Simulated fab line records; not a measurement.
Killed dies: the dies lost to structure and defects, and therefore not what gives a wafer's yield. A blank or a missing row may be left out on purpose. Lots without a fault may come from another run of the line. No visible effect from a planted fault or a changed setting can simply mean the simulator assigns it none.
Chamber matching + flow nand-harc + rie-diel-08 running NHARC_P_BONDPAD_STRIP_15: 4 sister chambers
The step strips in O2. 14 wafers are shown with their chamber, then 7 later ones without.

WAFERS WITH THEIR CHAMBER
| wafer  | chamber | drypump-motor-current-A (A) | rf-vpp-V (V) | throttle-valve-pct (%) |
|--------|---------|-----------------------------|--------------|------------------------|
| L080.1 | 3       | 6.6                         | 57.4         | 17.034                 |
| L080.4 | 2       | 6.5                         | 56.8         | 17.043                 |
| L080.6 | 0       | 5.7                         | 58.4         | 17.027                 |
| L081.1 | 3       | 6.6                         | 56.0         | 17.034                 |
| L081.4 | 2       | 6.5                         | 59.1         | 17.049                 |
| L081.6 | 1       | 5.9                         | 56.8         | 17.051                 |
| L083.2 | 0       | 5.7                         | 58.5         | 17.043                 |
| L083.4 | 2       | 6.6                         | 57.6         | 17.027                 |
| L083.5 | 3       | 6.6                         | 57.6         | 17.049                 |
| L085.1 | 1       | 5.9                         | 57.2         | 17.044                 |
| L085.5 | 0       | 5.7                         | 58.6         | 17.037                 |
| L085.6 | 3       | 6.6                         | 56.7         | 17.039                 |
| L088.1 | 3       | 6.6                         | 58.1         | 17.047                 |
| L088.3 | 1       | 5.9                         | 59.4         | 17.039                 |

SIGNATURES (means of the wafers above)
| reading                 | chamber 0 | chamber 1 | chamber 2 | chamber 3 | scatter within a chamber |
|-------------------------|-----------|-----------|-----------|-----------|--------------------------|
| drypump-motor-current-A | 5.700     | 5.900     | 6.533     | 6.600     | 0.0258                   |
| rf-vpp-V                | 58.500    | 57.800    | 57.833    | 57.160    | 0.967                    |
| throttle-valve-pct      | 17.03567  | 17.04467  | 17.03967  | 17.04060  | 0.00814                  |
Rule: distance of a wafer from a chamber = root of the sum over the readings of ((wafer's reading minus chamber's mean) / reading's scatter) squared. If the next closest chamber is less than 2 further off than the closest, the wafer can't be placed; otherwise it belongs to the closest. How the scatter is found: for the shown wafers, subtract from each reading the mean of its chamber, square and add these, divide the total by (wafers less chambers), then take the root.

WAFERS WHOSE CHAMBER IS MISSING
| wafer  | drypump-motor-current-A (A) | rf-vpp-V (V) | throttle-valve-pct (%) |
|--------|-----------------------------|--------------|------------------------|
| L088.4 | 5.7                         | 58.0         | 17.031                 |
| L091.3 | 5.7                         | 57.5         | 17.035                 |
| L091.5 | 6.6                         | 58.0         | 17.044                 |
| L091.6 | 5.9                         | 57.6         | 17.031                 |
| L092.1 | 5.9                         | 57.7         | 17.027                 |
| L092.5 | 6.5                         | 56.5         | 17.044                 |
| L092.6 | 6.6                         | 58.4         | 17.043                 |

CHAMBER TAKEN BY EACH
| wafer  | from the rows above     | in truth |
|--------|-------------------------|----------|
| L088.4 | 0                       | 0        |
| L091.3 | 0                       | 0        |
| L091.5 | can't be placed: 3 or 2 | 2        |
| L091.6 | 1                       | 1        |
| L092.1 | 1                       | 1        |
| L092.5 | can't be placed: 2 or 3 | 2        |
| L092.6 | can't be placed: 3 or 2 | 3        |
Placed correctly: 4 of 7. These rows do not allow placing 3 (true chamber among the candidates in 3). Number placed wrongly: 0.
